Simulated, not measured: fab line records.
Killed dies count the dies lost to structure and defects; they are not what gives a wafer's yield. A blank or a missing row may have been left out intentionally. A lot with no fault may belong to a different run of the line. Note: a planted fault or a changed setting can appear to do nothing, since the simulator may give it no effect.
Struck lot and sound lot, side by side | flow n5 finfet | 17 steps out of a route of 1938
Sound: wafers L268.2, L268.4, L268.6. Struck: wafer L281.3 (L281.5, L281.6, from the same lot, were not struck and are left out); the cause is given at the end.
Each step with rows lists, per side, the tool, then ch with its chambers, then its first start. Under that, the readings that differ: sound wafers | struck wafers | difference of the means | sigmas: that difference in standard deviations of wafers without a fault.
alike: words and numbers the same on both sides, and readings whose means are apart by under 2 such deviations; not compared: readings that were withheld, readings missing a value for some wafer, numbers with overlapping values and no deviation given by the record, and bounds like >300 which may hide the same value.
The two part at a step that has a row with sigmas, a row that says differs or no value, or rows on one side only. Non-overlapping numbers with no deviation appear without sigmas and do not part them. A reading that every wafer of one side lacks parts them only if that side has two wafers or more.

first, 8 steps without rows for these wafers: N5_PASSIVATION_HMDS_03 (time 60 s); N5_PASSIVATION_COAT_04; N5_PASSIVATION_EBR_06; N5_PASSIVATION_SOFTBAKE_05 (time 90 s); N5_PASSIVATION_EXPOSE_07 (exposes mask TV, defocus 0 nm, target cd 3000 nm); N5_PASSIVATION_PEB_08; N5_PASSIVATION_DEVELOP_09 (develop time 60 s); N5_PASSIVATION_HARDBAKE_11 (time 120 s).
N5_PASSIVATION_CD_MEAS_10: target cd 3000 nm.
  sound on cd sem-03 ch 0, day 13 16:53; struck on cd sem-02 ch 0, day 16 23:32
  alike: cd nm
N5_PASSIVATION_OVL_MEAS_60:
  sound on overlay-02 ch 0, day 13 16:55; struck on overlay-01 ch 0, day 16 23:34
  alike: TV_OVL
N5_PASSIVATION_INSPECT_61: inspects for defects (macro).
  sound on defect inspect-02 at day 13 16:56; struck on defect inspect-01 at day 16 23:35
  alike: raw defect count
N5_PASSIVATION_DESCUM_12: chemistry O2, time 7.9 s.
  sound on rie diel-03 ch 0,1,3, day 13 17:16; struck on rie diel-02 ch 2, day 16 23:49
  alike: drypump motor current A, oes product au, rf vpp V, showerhead plenum p Torr, throttle valve pct
  not compared: rf hours counter h
N5_PASSIVATION_PASS_ETCH_74: etches SiNx in CF4/O2, target depth 220 nm, time 110 s.
  sound on rie diel-03 ch 0,1,3, day 13 17:20; struck on rie diel-02 ch 2, day 16 23:52
  reading                         | sound             | struck | difference | sigmas
  oes_f_703_au (a.u.)             | 0.91 0.71 0.70    | 0.50   | -0.27      | -3
  rf fwd power W (W)              | 534.0 533.8 535.3 | 406.7  | -127.7     | -75
  rf vpp V (V)                    | 247 240 240       | 278    | +36        | +12
  model.etch.depth nm (nm)        | 224.4 216.9 221.2 | 169.4  | -51.4      |
  model.TV_OPEN.cd offset nm (nm) | 0.4 0 0.2         | 2.8    | +2.6       |
  alike: O2_flow_sccm, drypump motor current A, oes product au, showerhead plenum p Torr, throttle valve pct
  not compared: rf hours counter h, model.coat_of_PASSIVATION_COAT_04.thk nm
N5_PASSIVATION_VIA_ETCH_13: etches SiO2 in CHF3/O2, target depth 660 nm, time 330 s.
  sound on rie diel-03 ch 0,1,3, day 13 17:26; struck on rie diel-02 ch 2, day 16 23:58
  alike: O2_flow_sccm, drypump motor current A, etch rf on time s, oes_f_703_au, oes product au, rf fwd power W, rf vpp V, showerhead plenum p Torr, throttle valve pct
  not compared: rf hours counter h, model.coat_of_PASSIVATION_COAT_04.thk nm
N5_PASSIVATION_STRIP_14: strips in O2.
  sound on rie diel-03 ch 0,1,3, day 13 17:37; struck on rie diel-02 ch 2, day 17 00:10
  alike: drypump motor current A, oes product au, rf vpp V, showerhead plenum p Torr, throttle valve pct
  not compared: rf hours counter h
N5_PASSIVATION_ETCH_15: etches SiCN in CF4/N2, target depth 75 nm, time 81.2 s.
  sound: rie diel-03 ch 0,1,3; struck: rie diel-02 ch 2
  reading                         | sound       | struck | difference | sigmas
  model.TV_OPEN.cd offset nm (nm) | 2.4 2.2 2.2 | 4.8    | +2.5       |
  alike: drypump motor current A, oes product au, rf fwd power W, rf vpp V, showerhead plenum p Torr, throttle valve pct
  not compared: rf hours counter h
then, 1 step without rows for these wafers: N5_PASSIVATION_STRIP_73 (strips in post etch residue remover, time 60 s).

## WHERE THEY PART
N5_PASSIVATION_PASS_ETCH_74 only, going by this record. Later steps at which nothing parts them and some readings are alike: N5_PASSIVATION_VIA_ETCH_13, N5_PASSIVATION_STRIP_14, N5_PASSIVATION_ETCH_15.

WHY: what had been put in by the simulator
rie diel-02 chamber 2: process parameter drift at N5_PASSIVATION_PASS_ETCH_74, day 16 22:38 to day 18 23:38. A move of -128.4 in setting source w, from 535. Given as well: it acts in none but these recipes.
